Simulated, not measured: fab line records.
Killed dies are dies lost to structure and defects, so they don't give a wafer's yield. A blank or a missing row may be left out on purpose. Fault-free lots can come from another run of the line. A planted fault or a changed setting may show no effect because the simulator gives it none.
Matching of chambers    flow n5Finfet    N5_BEOL_M8_STRIP_19 on rieDiel-02: 4 sister chambers
The step strips in O2. 18 wafers are shown with their chamber, then 9 later ones without.

WAFERS, EACH WITH ITS CHAMBER
wafer   chamber  showerheadPlenumPTorr (Torr)  drypumpMotorCurrentA (A)  throttleValvePct (%)
L083.1  0        2.08                          5.3                       17.11
L083.4  1        1.99                          5.8                       16.68
L083.6  0        2.08                          5.3                       17.10
L085.1  0        2.07                          5.3                       17.09
L085.2  2        2.11                          5.8                       16.78
L085.3  1        1.99                          5.8                       16.70
L087.1  0        2.07                          5.3                       17.11
L087.3  1        1.99                          5.8                       16.71
L087.5  3        2.06                          5.9                       16.76
L086.2  3        2.06                          5.9                       16.76
L086.3  2        2.11                          5.7                       16.80
L086.4  1        1.99                          5.8                       16.69
L088.1  0        2.07                          5.3                       17.12
L088.4  2        2.11                          5.8                       16.84
L088.5  3        2.05                          5.9                       16.80
L096.3  1        1.98                          5.9                       16.74
L096.5  3        2.05                          5.9                       16.79
L096.6  1        1.98                          5.9                       16.76

SIGNATURES (averages over the wafers above)
reading                chamber 0  chamber 1  chamber 2  chamber 3  scatter within a chamber
showerheadPlenumPTorr  2.0740     1.9867     2.1100     2.0550     0.00502
drypumpMotorCurrentA   5.300      5.833      5.767      5.900      0.0378
throttleValvePct       17.1060    16.7133    16.8067    16.7775    0.0245
Rule: for a wafer and a chamber, the distance is found by dividing, reading by reading, the gap between the wafer's reading and the chamber's mean by the reading's scatter, squaring, summing and taking the root. If the next closest chamber is less than 2 further off than the closest, the wafer can't be placed; otherwise it belongs to the closest. The scatter: the root of (the sum of the squares of (reading less its chamber's mean) over the shown wafers, divided by (wafers less chambers)).

WAFERS MISSING THEIR CHAMBER
wafer   showerheadPlenumPTorr (Torr)  drypumpMotorCurrentA (A)  throttleValvePct (%)
L095.1  2.05                          5.9                       16.79
L095.2  1.98                          5.9                       16.73
L095.3  2.10                          5.7                       16.84
L095.4  2.05                          5.9                       16.82
L095.5  1.98                          5.9                       16.75
L095.6  2.10                          5.7                       16.83
L097.2  2.10                          5.7                       16.84
L097.3  1.98                          5.8                       16.75
L097.5  1.98                          5.9                       16.75

EACH ONE'S CHAMBER
wafer   from the rows above  in truth
L095.1  3                    3
L095.2  1                    1
L095.3  2                    2
L095.4  3                    3
L095.5  1                    1
L095.6  2                    2
L097.2  2                    2
L097.3  1                    1
L097.5  1                    1
Placed correctly: 9 of 9. Number that these rows cannot place: 0. Number placed wrongly: 0.
